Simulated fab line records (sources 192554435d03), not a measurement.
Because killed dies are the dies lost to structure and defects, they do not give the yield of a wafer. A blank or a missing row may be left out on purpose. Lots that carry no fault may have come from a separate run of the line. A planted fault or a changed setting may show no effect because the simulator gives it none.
Comparing a struck lot with a sound one || flow n5Finfet || 15 steps out of a route of 1938
Sound: the wafers L460.1, L460.2, L460.4. Wafers struck: L469.3, L469.5, L469.6. The cause comes at the end.
For every step that has rows: the tool of each side, followed by ch and its chambers, followed by its first start. Under that, the readings that differ: sound wafers || struck wafers || difference of the means || sigmas: that difference in standard deviations of wafers without a fault.
alike: readings with means less than 2 such deviations apart, plus words and numbers identical on both sides. not compared: withheld readings, readings lacking a value on some wafer, bounds such as >300 that could conceal the same value, and numbers that have no deviation in the record and whose values overlap.
The two part at a step that has a row with sigmas, a row that says differs or no value, or rows on one side only. When numbers do not overlap yet have no deviation, they are printed without sigmas and do not part them. A reading missing from all wafers of one side parts the sides only when that side holds two or more wafers.

N5_BEOL_M13_CMP_49: polishes, stops on SiOC, t overpolish 17.1 s, target thk 420 nm.
  sound on cmp-02 ch 0,1,2, day 13 05:50; struck on cmp-01 ch 0,1,2, day 15 15:41
  alike: barrierFieldEndpointS, motorCurrentA, overpolishRunS
N5_BEOL_M13_THK_MEAS_50: measures by xrf.
  sound on filmMetro-02, day 13 06:06; struck on filmMetro-01, day 15 15:52
  alike: M13_THK
then, 1 step without rows for these wafers: N5_BEOL_M13_PRE_CLEAN_52 (time 15 s).
N5_BEOL_M13_DEP_53: deposits SiCN from 3MS/NH3, target thk 50 nm, time 17.8 s.
  sound on pecvd-01 ch 1,2, day 13 06:10; struck on pecvd-01 ch 0,2, day 15 15:56
  alike: rfFwdPowerW, showerheadPlenumPTorr, throttleValvePct
N5_BEOL_M13_RS_MEAS_54: measurement is done with a four-point probe.
  sound on filmMetro-02, day 13 06:14; struck on filmMetro-01, day 15 16:00
  alike: M13_RS
N5_BEOL_M13_INSPECT_55: inspects for defects (darkfield).
  sound on defectInspect-02, day 13 06:15; struck on defectInspect-02, day 15 16:02
  alike: rawDefectCount
N5_BEOL_M14_ILD_DEP_00: deposits SiO2 from TEOS/O2, target thk 1119.3 nm, time 237.4 s.
  sound on pecvd-02 ch 1,2, day 13 06:17; struck on pecvd-03 ch 0,2, day 15 16:04
  alike: heaterPowerW, rfFwdPowerW, showerheadPlenumPTorr, throttleValvePct
N5_BEOL_M14_THK_MEAS_01:
  sound on filmMetro-02, day 13 06:29; struck on filmMetro-02, day 15 16:15
  alike: M14_ILD_THK
then, 4 steps without rows for these wafers: N5_BEOL_M14_COAT_58 (time 60 s, resist thk 89 nm); N5_BEOL_M14_COAT_04 (resist thk 800 nm); N5_BEOL_M14_EBR_06; N5_BEOL_M14_SOFTBAKE_05 (time 60 s).
N5_BEOL_M14_EXPOSE_07: exposes mask V13.
  sound on krfScanner-02 ch 0, day 13 06:37; struck on krfScanner-01 ch 0, day 15 16:31
{"reading": "exposureDoseMJCm2", "sound": "57.01 57.06 57.07", "struck": "55.80 55.83 55.88", "difference": -1.21, "sigmas": -19}
  alike: mask
then, 1 step without rows for these wafers: N5_BEOL_M14_PEB_08 (peb time 90 s).
N5_PASSIVATION_PROBE_49:
  only the struck wafers here have rows in the record (prober-01, day 16 18:23); the sound ones have none

== WHERE THEY PART ==
At N5_BEOL_M14_EXPOSE_07 first; at N5_PASSIVATION_PROBE_49 last (within this record only).

WHY: what the simulator had put in
Drift in process parameters on krfScanner-01 at N5_BEOL_M14_EXPOSE_07, starting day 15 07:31. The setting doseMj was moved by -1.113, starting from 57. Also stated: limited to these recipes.
